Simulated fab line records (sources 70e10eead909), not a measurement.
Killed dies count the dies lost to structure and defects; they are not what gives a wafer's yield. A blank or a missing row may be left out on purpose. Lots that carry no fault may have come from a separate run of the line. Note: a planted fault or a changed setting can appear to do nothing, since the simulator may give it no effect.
Chamber matching / flow nand harc / pecvd-03 running NHARC_A_CONTACT_DEP_85: 3 sister chambers
The step deposits SiON, target thk 50 nm. 27 wafers are shown with their chamber, then 12 later ones without.

== EACH WAFER AND ITS CHAMBER ==
wafer=L075.3; chamber=0; heater power w (W)=776; susceptor temp C (C)=399.82
wafer=L075.4; chamber=0; heater power w (W)=798; susceptor temp C (C)=399.89
wafer=L075.5; chamber=1; heater power w (W)=606; susceptor temp C (C)=400.34
wafer=L078.1; chamber=0; heater power w (W)=673; susceptor temp C (C)=400.14
wafer=L078.2; chamber=1; heater power w (W)=649; susceptor temp C (C)=400.07
wafer=L078.4; chamber=0; heater power w (W)=670; susceptor temp C (C)=400.10
wafer=L080.2; chamber=0; heater power w (W)=756; susceptor temp C (C)=399.99
wafer=L080.3; chamber=2; heater power w (W)=694; susceptor temp C (C)=400.13
wafer=L080.5; chamber=1; heater power w (W)=638; susceptor temp C (C)=399.98
wafer=L079.2; chamber=2; heater power w (W)=653; susceptor temp C (C)=400.45
wafer=L079.4; chamber=1; heater power w (W)=616; susceptor temp C (C)=400.30
wafer=L079.5; chamber=0; heater power w (W)=676; susceptor temp C (C)=399.70
wafer=L081.4; chamber=0; heater power w (W)=783; susceptor temp C (C)=399.92
wafer=L081.5; chamber=1; heater power w (W)=670; susceptor temp C (C)=400.00
wafer=L081.6; chamber=2; heater power w (W)=643; susceptor temp C (C)=400.07
wafer=L083.2; chamber=0; heater power w (W)=669; susceptor temp C (C)=400.30
wafer=L083.3; chamber=1; heater power w (W)=657; susceptor temp C (C)=399.96
wafer=L083.4; chamber=2; heater power w (W)=720; susceptor temp C (C)=399.95
wafer=L084.2; chamber=0; heater power w (W)=796; susceptor temp C (C)=400.00
wafer=L084.4; chamber=1; heater power w (W)=689; susceptor temp C (C)=400.05
wafer=L084.6; chamber=0; heater power w (W)=795; susceptor temp C (C)=400.26
wafer=L085.2; chamber=1; heater power w (W)=598; susceptor temp C (C)=399.84
wafer=L085.4; chamber=1; heater power w (W)=600; susceptor temp C (C)=400.18
wafer=L085.6; chamber=0; heater power w (W)=768; susceptor temp C (C)=400.06
wafer=L086.2; chamber=2; heater power w (W)=699; susceptor temp C (C)=399.85
wafer=L086.3; chamber=1; heater power w (W)=667; susceptor temp C (C)=400.31
wafer=L086.6; chamber=2; heater power w (W)=730; susceptor temp C (C)=399.79

SIGNATURES (averages over the wafers above)
reading=heater power w; chamber 0=741.82; chamber 1=639.00; chamber 2=689.83; scatter within a chamber=44.7
reading=susceptor temp C; chamber 0=400.0164; chamber 1=400.1030; chamber 2=400.0400; scatter within a chamber=0.191
Rule: a wafer's distance from a chamber is the root of the sum, over the readings, of the square of ((its reading less the chamber's mean) divided by the reading's scatter). The wafer belongs to the nearest chamber; if the next one is less than 2 further off, it can't be placed. The scatter: take each reading less its chamber's mean, square it, sum over the shown wafers, divide by the number of wafers less the number of chambers, and take the root.

== WAFERS WHOSE CHAMBER IS MISSING ==
wafer=L091.2; heater power w (W)=721; susceptor temp C (C)=399.86
wafer=L091.3; heater power w (W)=685; susceptor temp C (C)=400.13
wafer=L091.6; heater power w (W)=693; susceptor temp C (C)=399.99
wafer=L092.1; heater power w (W)=654; susceptor temp C (C)=399.91
wafer=L092.3; heater power w (W)=693; susceptor temp C (C)=399.75
wafer=L092.4; heater power w (W)=662; susceptor temp C (C)=400.13
wafer=L095.2; heater power w (W)=704; susceptor temp C (C)=400.19
wafer=L095.3; heater power w (W)=614; susceptor temp C (C)=400.29
wafer=L095.6; heater power w (W)=624; susceptor temp C (C)=400.16
wafer=L097.2; heater power w (W)=748; susceptor temp C (C)=399.99
wafer=L097.4; heater power w (W)=631; susceptor temp C (C)=399.63
wafer=L097.6; heater power w (W)=742; susceptor temp C (C)=400.12

== WHICH CHAMBER EACH WENT THROUGH ==
wafer=L091.2; from the rows above=can't be placed: 0 or 2 or 1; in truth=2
wafer=L091.3; from the rows above=can't be placed: 2 or 1 or 0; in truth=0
wafer=L091.6; from the rows above=can't be placed: 2 or 0 or 1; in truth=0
wafer=L092.1; from the rows above=can't be placed: 2 or 1 or 0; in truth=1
wafer=L092.3; from the rows above=can't be placed: 2 or 0 or 1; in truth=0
wafer=L092.4; from the rows above=can't be placed: 1 or 2 or 0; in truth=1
wafer=L095.2; from the rows above=can't be placed: 2 or 0 or 1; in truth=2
wafer=L095.3; from the rows above=can't be placed: 1 or 2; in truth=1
wafer=L095.6; from the rows above=can't be placed: 1 or 2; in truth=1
wafer=L097.2; from the rows above=can't be placed: 0 or 2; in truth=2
wafer=L097.4; from the rows above=can't be placed: 1 or 2 or 0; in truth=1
wafer=L097.6; from the rows above=can't be placed: 0 or 2 or 1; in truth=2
Placed correctly: 0 of 12. Can't be placed from these rows: 12 (the true chamber is among the candidates in 12). Wrongly placed: 0.
